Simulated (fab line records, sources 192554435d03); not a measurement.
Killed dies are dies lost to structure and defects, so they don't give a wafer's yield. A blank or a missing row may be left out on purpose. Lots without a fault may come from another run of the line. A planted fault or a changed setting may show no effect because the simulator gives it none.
fab line records | flow n5_finfet
record lots=7 wafers=21
route steps=1938 shown PASSIVATION@1923
start_h: hours from the record's first day to the start of the lot's first wafer shown | wait_h: hours since the lot's step before | " the same as in the row above | L1.1+2: a row that stands for several wafers | - no value, or no start given | * or withheld: withheld | < > ~ a bound
route shown NAME@n: a module of which the file shows steps, and the number in the route of the first | usual: mean/standard deviation of fault-free wafers | same: alike in all rows | chamber/n: place in a boat | sites: the reading at each site | _std_site: their standard deviation | _edge_site: outer sites' mean less inner sites' | radius_mm: how far each site lies from the wafer's centre | mask NAME#n: copy n | behind: the tool/chamber that last shaped the wafer | hold: why the lot was held/for how many hours/how that ended | device: the transistor (n, p or np) that didn't switch | end of line: the same wafers' tests at the end of the route | a step without rows: its recipe alone | killed: dies lost to structure and defects at the first sort, not the wafer's yield | map: a wafer's dies, x killed, . not, _ none there
set.NAME: the setting as run; set.NAME@STEP: as run at that earlier step | model.NAME: the simulator's own value behind a step, which no gauge read
lots whose settings were changed on purpose; a table a step, a row a wafer
## steps
# step N5_PASSIVATION_DEVELOP_43
# recipe develop_time_s=60 rinse_liquid=diw dry=air_spin dev_temp_c=21
# columns lot.wafer tool chamber start_h wait_h set.develop_time_s
L076.1 litho_track-02 0 - - 69.86
L076.5+6 " 0 " " 60
L078.1+4 litho_track-05 0 - - 64.24
L078.2 " 0 " " 60
L080.1+5 litho_track-02 0 - - 60
L080.2 " 0 " " 66.55
L084.2+3+6 litho_track-04 0 - - 60
L090.1+3 litho_track-04 0 - - 60
L090.5 " 0 " " 48.95
L093.1+3+4 litho_track-05 0 - - 60
L095.1+3 litho_track-04 0 - - 60
L095.6 " 0 " " 46.84
# step N5_PASSIVATION_HARDBAKE_45
# recipe temp_c=130 time_s=120
# step N5_PASSIVATION_SRD_72
# recipe dry=ipa_marangoni time_s=30 temp_c=23 rinse_liquid=diw
# step N5_PASSIVATION_ANNEAL_56
# recipe temp_c=400 time_s=1800 ambient=FGA idle_temp_c=300 ramp_up_c_per_min=5 ramp_down_c_per_min=3
# step N5_PASSIVATION_PROBE_49
# usual defect_limited_yield=91.3/1.4 killed_at_M0_to_M3=32/9.5 killed_at_M4_up=14/5.2 killed_at_contacts=13/5.7 killed_at_front_end=41/12 killed_at_other=3.5/2.6 killed_dies=103/17 killed_open=68/14 killed_short=32/7 sort_bin_4_leakage=0.01/0.051 sort_bin_5_function=5.0/0.91 sort_bin_6_memory=3.3/0.7 sort_bin_8_speed=0.03/0.22 sort_n_pass=1076/17 sort_yield_pct=91.2/1.4
# same gross_dies=1180 killed_at_back_side=0
# columns lot.wafer tool chamber start_h wait_h set.develop_time_s@PASSIVATION_DEVELOP_43 defect_limited_yield[%] killed_at_M0_to_M3 killed_at_M4_up killed_at_contacts killed_at_front_end killed_at_other killed_dies killed_open killed_short sort_bin_4_leakage[%] sort_bin_5_function[%] sort_bin_6_memory[%] sort_bin_8_speed[%] sort_n_pass sort_yield_pct[%]
L076.1 prober-01 - 283.56 0.0 69.86 88.7 36 27 19 50 1 133 93 30 0 7.2 3.5 0 1047 88.7
L076.5 prober-01 - 283.76 0.2 60 91.9 26 14 13 42 0 95 55 27 0 4.2 2.5 0 1085 91.9
L076.6 prober-01 - 283.81 0.3 60 90.0 35 20 18 36 9 118 61 44 0 5.3 3.8 0 1062 90.0
L078.1 prober-01 - 301.33 0.0 64.24 91.6 32 16 8 38 5 99 65 28 0 5.3 2.8 0 1081 91.6
L078.2 prober-01 - 301.38 0.1 60 91.9 45 9 8 31 3 96 69 23 0 5.6 2.5 0 1084 91.9
L078.4 prober-01 - 301.48 0.2 64.24 91.9 33 13 11 35 3 95 65 20 0 4.1 3.1 0 1085 91.9
L080.1 prober-02 - 303.03 0.1 60 90.6 32 23 5 50 1 111 72 31 0 4.8 3.5 0 1069 90.6
L080.2 prober-02 - 303.08 0.1 66.55 65.5 29 333 11 33 1 407 53 30 0 31.5 2.8 0 773 65.5
L080.5 prober-02 - 303.23 0.3 60 91.4 20 18 21 40 2 101 66 30 0 5.0 3.2 0 1079 91.4
L084.2 prober-01 - 331.22 0.1 60 93.8 22 12 8 28 3 73 46 26 0 3.6 2.5 0 1107 93.8
L084.3 prober-01 - 331.27 0.1 60 92.9 18 17 4 37 8 84 48 36 0 4.4 2.4 0 1096 92.9
L084.6 prober-01 - 331.42 0.3 60 92.1 24 12 15 39 3 93 71 22 0 5.3 2.6 0 1087 92.1
L090.1 prober-02 - 372.31 0.1 60 92.2 24 14 10 41 3 92 60 32 0 5.0 2.6 5.17 1027 87.0
L090.3 prober-02 - 372.41 0.2 60 92.9 30 11 11 32 0 84 54 26 0 4.3 2.5 0 1096 92.9
L090.5 prober-02 - 372.51 0.3 48.95 89.9 33 10 9 67 0 119 78 37 0 6.1 3.6 0 1061 89.9
L093.1 prober-01 - 389.90 0.0 60 90.8 48 8 10 37 5 108 72 32 0 5.2 3.6 0.08 1072 90.8
L093.3 prober-01 - 390.00 0.1 60 89.2 34 29 18 44 2 127 77 38 0.42 5.9 3.8 0.08 1048 88.8
L093.4 prober-01 - 390.05 0.2 60 89.7 34 28 17 36 7 122 85 34 0 5.6 4.1 0 1058 89.7
L095.1 prober-02 - 390.68 0.0 60 91.0 32 9 16 40 9 106 69 33 0 5.4 2.9 0 1074 91.0
L095.3 prober-02 - 390.78 0.1 60 89.5 53 16 10 39 6 124 85 35 0 5.6 4.2 0 1056 89.5
L095.6 prober-02 - 390.93 0.3 46.84 90.0 43 9 18 44 4 118 88 29 0 5.5 4.0 0 1062 90.0
# killed by level:class
L076.1 FIN_SAQP:geometric_particle:open=22 MOL_CONTACT_COAG:geometric_particle:open=16 BEOL_M4:geometric_particle:open=13 BEOL_M0_SAQP:geometric_particle:short=8 BEOL_M0:geometric_particle:open=6 BEOL_M0_SAQP:geometric_particle:open=6 STI_FIN_REVEAL:geometric_particle:open=5 STARTING-WAFER:geometric_particle:open=4
L076.5 MOL_CONTACT_COAG:geometric_particle:open=12 BEOL_M0_SAQP:geometric_particle:open=10 HKMG_FIN:area_etch=10 FIN_SAQP:geometric_particle:open=6 GATE_CUT:geometric_particle:short=5 DUMMY_GATE:geometric_particle:open=4 BEOL_M0_SAQP:geometric_particle:short=4 BEOL_M3:geometric_particle:open=4
L076.6 FIN_SAQP:geometric_particle:open=13 BEOL_M0_SAQP:geometric_particle:short=13 MOL_CONTACT_COAG:geometric_particle:open=10 BEOL_M0_SAQP:geometric_particle:open=10 BEOL_M6:area_etch=7 BEOL_M4:geometric_particle:open=6 BEOL_M3:geometric_particle:open=6 MIM_TOP:geometric_particle:short=5
L078.1 BEOL_M2:geometric_particle:open=9 FIN_SAQP:geometric_particle:open=8 STI_FIN_REVEAL:geometric_particle:open=6 GATE_CUT:geometric_particle:short=6 GATE_CUT:geometric_particle:open=6 MOL_CONTACT_COAG:geometric_particle:open=6 BEOL_M3:geometric_particle:open=5 BEOL_M4:geometric_particle:open=5
L078.2 STI_FIN_REVEAL:geometric_particle:open=12 BEOL_M3:geometric_particle:open=10 MOL_CONTACT_COAG:geometric_particle:open=7 BEOL_M0_SAQP:geometric_particle:short=7 BEOL_M2:geometric_particle:open=7 BEOL_M0_SAQP:geometric_particle:open=6 BEOL_M1:geometric_particle:open=6 BEOL_M0:geometric_particle:open=5
L078.4 STI_FIN_REVEAL:geometric_particle:open=12 MOL_CONTACT_COAG:geometric_particle:open=11 BEOL_M0_SAQP:geometric_particle:open=9 BEOL_M0_SAQP:geometric_particle:short=6 BEOL_M2:geometric_particle:open=6 GATE_CUT:geometric_particle:open=5 BEOL_M1:geometric_particle:open=5 BEOL_M4:geometric_particle:open=5
L080.1 BEOL_M4:geometric_particle:open=13 STI_FIN_REVEAL:geometric_particle:open=12 HKMG_FIN:area_etch=8 BEOL_M3:geometric_particle:open=7 SPACER0:geometric_particle:short=6 BEOL_M0_SAQP:geometric_particle:open=6 FIN_SAQP:geometric_particle:open=5 MOL_CONTACT_COAG:geometric_particle:open=5
L080.2 BEOL_M6:area_etch=321 FIN_SAQP:geometric_particle:short=15 BEOL_M3:geometric_particle:open=8 MOL_CONTACT_COAG:geometric_particle:open=6 STI_FIN_REVEAL:geometric_particle:open=5 MOL_CONTACT_COAG:geometric_particle:short=5 BEOL_M0_SAQP:geometric_particle:open=5 BEOL_M1:geometric_particle:open=5
L080.5 MOL_CONTACT_COAG:geometric_particle:open=17 STI_FIN_REVEAL:geometric_particle:open=10 FIN_SAQP:geometric_particle:short=7 BEOL_M0_SAQP:geometric_particle:short=5 BEOL_M2:geometric_particle:open=5 ILD0:geometric_particle:open=4 GATE_CUT:geometric_particle:short=4 MOL_CONTACT_COAG:geometric_particle:short=4
L084.2 FIN_SAQP:geometric_particle:short=11 MOL_CONTACT_COAG:geometric_particle:open=7 BEOL_M1:geometric_particle:open=6 FIN_SAQP:geometric_particle:open=5 BEOL_M3:geometric_particle:open=5 BEOL_M4:geometric_particle:open=5 STI_FIN_REVEAL:geometric_particle:open=3 BEOL_M0_SAQP:geometric_particle:short=3
L084.3 STI_FIN_REVEAL:geometric_particle:open=9 FIN_SAQP:geometric_particle:open=6 FIN_SAQP:geometric_particle:short=6 BEOL_M0_SAQP:geometric_particle:short=5 BEOL_M0_SAQP:geometric_particle:open=4 BEOL_M4:geometric_particle:open=4 STI_FIN_REVEAL:geometric_particle:short=3 MOL_CONTACT_COAG:geometric_particle:short=3
L084.6 MOL_CONTACT_COAG:geometric_particle:open=14 BEOL_M1:geometric_particle:open=13 FIN_SAQP:geometric_particle:short=12 STI_FIN_REVEAL:geometric_particle:open=11 FIN_SAQP:geometric_particle:open=8 BEOL_M0_SAQP:geometric_particle:open=6 BEOL_M5:geometric_particle:open=6 BEOL_M4:geometric_particle:open=5
L090.1 STI_FIN_REVEAL:geometric_particle:open=19 FIN_SAQP:geometric_particle:short=7 BEOL_M1:geometric_particle:open=6 STI_FIN_REVEAL:geometric_particle:short=5 MOL_CONTACT_COAG:geometric_particle:open=5 MOL_CONTACT_COAG:geometric_particle:short=5 BEOL_M0_SAQP:geometric_particle:short=5 BEOL_M7:geometric_particle:open=5
L090.3 STI_FIN_REVEAL:geometric_particle:open=9 BEOL_M1:geometric_particle:open=8 FIN_SAQP:geometric_particle:short=5 MOL_CONTACT_COAG:geometric_particle:open=5 BEOL_M3:geometric_particle:open=5 STARTING-WAFER:geometric_particle:open=5 BEOL_M3:geometric_particle:short=4 BEOL_M0_SAQP:geometric_particle:open=4
L090.5 STI_FIN_REVEAL:geometric_particle:open=32 BEOL_M0_SAQP:geometric_particle:open=10 BEOL_M0_SAQP:geometric_particle:short=7 STI_FIN_REVEAL:geometric_particle:short=5 GATE_CUT:geometric_particle:short=5 BEOL_M0:geometric_particle:open=5 MOL_CONTACT_COAG:geometric_particle:short=4 BEOL_M2:geometric_particle:open=4
L093.1 BEOL_M2:geometric_particle:open=16 BEOL_M0_SAQP:geometric_particle:open=13 FIN_SAQP:geometric_particle:open=9 STI_FIN_REVEAL:geometric_particle:open=8 MOL_CONTACT_COAG:geometric_particle:open=8 BEOL_M0_SAQP:geometric_particle:short=6 FIN_SAQP:geometric_particle:short=5 STARTING-WAFER:geometric_particle:short=4
L093.3 MOL_CONTACT_COAG:geometric_particle:open=14 FIN_SAQP:geometric_particle:open=12 BEOL_M4:geometric_particle:open=11 BEOL_M0_SAQP:geometric_particle:short=9 BEOL_M0_SAQP:geometric_particle:open=8 FIN_SAQP:geometric_particle:short=7 STI_FIN_REVEAL:geometric_particle:open=7 BEOL_M5:geometric_particle:open=6
L093.4 MOL_CONTACT_COAG:geometric_particle:open=15 BEOL_M2:geometric_particle:open=13 FIN_SAQP:geometric_particle:short=10 BEOL_M4:geometric_particle:open=10 BEOL_M0_SAQP:geometric_particle:short=7 BEOL_M0_SAQP:geometric_particle:open=6 BEOL_M5:geometric_particle:open=6 FIN_SAQP:geometric_particle:open=5
L095.1 MOL_CONTACT_COAG:geometric_particle:open=13 FIN_SAQP:geometric_particle:open=12 BEOL_M2:geometric_particle:open=11 BEOL_M3:geometric_particle:open=8 DUMMY_GATE:geometric_particle:open=7 BEOL_M0_SAQP:geometric_particle:short=6 FIN_SAQP:geometric_particle:short=5 BEOL_M11:area_expose=4
L095.3 BEOL_M3:geometric_particle:open=15 BEOL_M0_SAQP:geometric_particle:short=12 MOL_CONTACT_COAG:geometric_particle:open=10 BEOL_M0_SAQP:geometric_particle:open=10 FIN_SAQP:geometric_particle:open=9 BEOL_M4:geometric_particle:open=8 DUMMY_GATE:geometric_particle:open=7 BEOL_M2:geometric_particle:open=7
L095.6 BEOL_M3:geometric_particle:open=17 MOL_CONTACT_COAG:geometric_particle:open=16 DUMMY_GATE:geometric_particle:open=10 FIN_SAQP:geometric_particle:open=8 GATE_CUT:geometric_particle:short=7 BEOL_M2:geometric_particle:open=7 BEOL_M4:geometric_particle:open=6 STI_FIN_REVEAL:geometric_particle:open=5
## key
split step=N5_PASSIVATION_DEVELOP_43 setting=develop_time_s stated=60 by=wafer
response step=N5_PASSIVATION_PROBE_49 reading=defect_limited_yield shape=bent at_lowest=90.0 at_stated=91.3 at_highest=88.7
response step=N5_PASSIVATION_PROBE_49 reading=killed_dies shape=bent at_lowest=118 at_stated=102 at_highest=133
response step=N5_PASSIVATION_PROBE_49 reading=sort_bin_5_function shape=bent at_lowest=5.5 at_stated=5.0 at_highest=7.2
